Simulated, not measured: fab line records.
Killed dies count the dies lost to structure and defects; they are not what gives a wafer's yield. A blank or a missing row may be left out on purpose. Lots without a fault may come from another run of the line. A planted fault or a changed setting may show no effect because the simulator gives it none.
Chamber matching + flow nand-harc + NHARC_A_BLC_ALD_23 on ald-metal-03 has 4 sister chambers
The step deposits TiN, target thk 3 nm, pulse time 1 s, ald cycles 150. 4 wafers are shown with their chamber, then 8 later ones without.

== WAFERS PAIRED WITH THEIR CHAMBERS ==
| wafer  | chamber | heater-power-w (W) |
|--------|---------|--------------------|
| L290.5 | 2       | 1304               |
| L301.5 | 3       | 1159               |
| L301.6 | 1       | 1152               |
| L306.3 | 0       | 1196               |

== WAFERS MISSING THEIR CHAMBER ==
| wafer  | heater-power-w (W) |
|--------|--------------------|
| L306.5 | 1209               |
| L306.6 | 1261               |
| L308.3 | 1225               |
| L308.5 | 1211               |
| L308.6 | 1171               |
| L309.1 | 1278               |
| L309.2 | 1217               |
| L309.4 | 1141               |

== CHAMBER TAKEN BY EACH ==
| wafer  | from the rows above          | in truth |
|--------|------------------------------|----------|
| L306.5 | can't be placed: 0 or 3 or 1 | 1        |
| L306.6 | can't be placed: 2 or 0      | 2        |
| L308.3 | can't be placed: 0 or 3 or 1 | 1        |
| L308.5 | can't be placed: 0 or 3 or 1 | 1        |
| L308.6 | can't be placed: 3 or 1 or 0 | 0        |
| L309.1 | 2                            | 2        |
| L309.2 | can't be placed: 0 or 3 or 1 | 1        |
| L309.4 | can't be placed: 1 or 3 or 0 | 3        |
1 of 8 placed correctly. Not placeable from these rows: 7 (in 7, the candidates include the true chamber). Number placed wrongly: 0.
How it was worked out, from the rows above alone: a wafer's distance from a chamber is the root of the sum, over the readings, of the square of ((its reading less the chamber's mean) divided by the reading's scatter). The wafer belongs to the nearest chamber; if the next one is less than 2 further off, it can't be placed. For every chamber, the mean is computed from those of its wafers that are shown. The scatter (one wafer shown for each chamber): square how far every hidden wafer sits from the nearest shown wafer, average those squares and take the square root.
